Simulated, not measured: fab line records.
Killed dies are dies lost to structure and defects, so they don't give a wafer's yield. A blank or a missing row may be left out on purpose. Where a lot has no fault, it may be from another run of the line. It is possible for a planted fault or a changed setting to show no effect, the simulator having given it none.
8D (eight disciplines) problem report, filled in by code + flow n5 finfet + the parts of the form that need people (team, actions taken, sign-off) are left out

== 1. WHAT IS WRONG ==
N5_BEOL_M4_OCD_MEAS_38, trench depth nm: mean 0.5 nm over 1 wafer from 1 lot; wafers with no fault: 55.5 nm, standard deviation 1. Measured from the usual mean, that is -55 standard deviations.
The first sign was on wafer L445.3 at day 12 19:30, on ocd-01. The record has a number at this step for 21 wafers belonging to 7 lots. The rule behind "out" and "out of limits": a value lying over 4 standard deviations away from the usual mean. The rest of the wafers with a number are treated as sound.

== 2. WHAT THIS IS AND IS NOT ==
| question                    | is                | is not                                                                    |
|-----------------------------|-------------------|---------------------------------------------------------------------------|
| which readings at this step | trench depth nm   | -                                                                         |
| which lots                  | L445              | L438, L440, L444, L446, L457, L460                                        |
| which wafers of those lots  | L445.3            | L445.2, L445.6                                                            |
| read on which gauges        | ocd-01            | ocd-02                                                                    |
| when                        | from day 12 19:30 | up to then (14 sound wafers); but 6 sound wafers of L457, L460 came after |

== 3. SUSPECTS, AND WHAT RULES EACH OUT ==
Counting: any tool at a process step up to the reading remains a suspect provided it ran every lot that is out. Sound lots after the first of them don't rule it out here, since some wafers of a struck lot are sound.
- the gauge at N5_BEOL_M4_OCD_MEAS_38 is ruled out. All the wafers that are out were read on ocd-01, but those of them that N5_BEOL_M4_ETCHBACK_99 has rows for are out there too, on other tools.
- rie diel-04 at N5_BEOL_M4_ETCH_63 (etches SiARC in CF4, target depth 15.6 nm, time 26 s): kept. L445, the lot that is out, went through it at day 12 11:32; up to then, the latest sound lot through it was L444 at day 11 23:50.
- rie diel-04 at N5_BEOL_M4_ETCH_64 (etches SOC in N2/H2, target depth 75 nm, overetch 22.5 nm, time 121.9 s): kept. L445, the lot that is out, went through it at day 12 11:34; up to then, the latest sound lot through it was L444 at day 11 23:52.
- rie diel-04 at N5_BEOL_M4_STRIP_66 (strips in CF4): kept. L445, the lot that is out, went through it at day 12 11:41; up to then, the latest sound lot through it was L444 at day 12 00:00.
- rie diel-04 at N5_BEOL_M4_ETCHBACK_99 (etches SiO2 in CHF3, target depth 5 nm, time 10.4 s): kept. L445, the lot that is out, went through it at day 12 18:55; up to then, the latest sound lot through it was L440 at day 10 23:05. Its own readings are out on those wafers: oes product au.
- Within rie diel-04 at N5_BEOL_M4_ETCH_63, the wafers that are out were processed in chamber 3 and their sound lot-mates in chamber 1.
- Within rie diel-04 at N5_BEOL_M4_ETCH_64, the wafers that are out were processed in chamber 3 and their sound lot-mates in chamber 1.
- Within rie diel-04 at N5_BEOL_M4_STRIP_66, the wafers that are out were processed in chamber 3 and their sound lot-mates in chamber 1.
Left after counting: rie diel-04 at N5_BEOL_M4_ETCH_63, rie diel-04 at N5_BEOL_M4_ETCH_64, rie diel-04 at N5_BEOL_M4_STRIP_66, rie diel-04 at N5_BEOL_M4_ETCHBACK_99.

== 4. THE CAUSE (what the simulator had put in) ==
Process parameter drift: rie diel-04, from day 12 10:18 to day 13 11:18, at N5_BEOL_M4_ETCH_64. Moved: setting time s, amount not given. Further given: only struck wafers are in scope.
This tool is one of the 4 suspects left after counting.

== 5. THE CHAIN OF EFFECTS, in route order ==
Each row: a reading whose mean over the struck wafers that have a number lies more than 3 standard deviations from the usual. Only readings for which the record gives a usual standard deviation are gone through. hours: the time from each lot's start at the first step in this table that gives one to its start at this step, as a median over the lots. sigmas: the change in usual standard deviations.
| hours | step                    | reading              | usual     | on struck wafers | change | sigmas      |
|-------|-------------------------|----------------------|-----------|------------------|--------|-------------|
| 0     | N5_BEOL_M4_ETCHBACK_99  | oes product au       | 0.79 a.u. | 0.29             | -0.50  | -5.0        |
| 1     | N5_BEOL_M4_OCD_MEAS_38  | trench depth nm      | 55.5 nm   | 0.5              | -55.0  | -55         |
| 121   | N5_PASSIVATION_PROBE_49 | defect limited yield | 91.2 %    | 1.6              | -89.6  | -64         |
| 121   | N5_PASSIVATION_PROBE_49 | killed_at_M4_up      | 14        | 1085             | +1071  | +99 or more |
| 121   | N5_PASSIVATION_PROBE_49 | killed dies          | 104       | 1161             | +1057  | +62         |
| 121   | N5_PASSIVATION_PROBE_49 | killed on rim        | 14        | 147              | +133   | +34         |
| 121   | N5_PASSIVATION_PROBE_49 | sort_bin_5_function  | 5.1 %     | 95.0             | +89.9  | +95         |
| 121   | N5_PASSIVATION_PROBE_49 | sort n pass          | 1076      | 19               | -1057  | -62         |
| 121   | N5_PASSIVATION_PROBE_49 | sort yield pct       | 91.2 %    | 1.6              | -89.6  | -64         |
It contains these process steps:
- N5_BEOL_M4_ETCHBACK_99: etches SiO2 in CHF3, target depth 5 nm, time 10.4 s.
- N5_PASSIVATION_PROBE_49
Readings that are blank on the struck wafers while sound wafers have them: cd nm at N5_BEOL_M4_CD_MEAS_18; cd nm at N5_BEOL_M4_CD_MEAS_35.

== 6. WHAT WOULD HAVE CAUGHT IT SOONER ==
In this record the first reading out of limits at a measuring or inspecting step was taken at day 12 19:30, 9 hours after the fault began at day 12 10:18.
Between N5_BEOL_M4_ETCH_64 and N5_BEOL_M4_OCD_MEAS_38, N5_BEOL_M4_CD_MEAS_18 gave no cd nm on the struck wafers, where sound wafers have one: a measuring or inspecting step that comes back empty is itself a sign.
No tool reading at N5_BEOL_M4_ETCH_64 that has a usual standard deviation in the record was out on any struck wafer, so an alarm limit of 4 standard deviations on those readings would not have fired.
The start of N5_BEOL_M4_ETCH_64 on rie diel-04 came by day 12 19:30 for every one of the lots that are out (1). Had the tool been put on hold then, not one of them would have been saved.
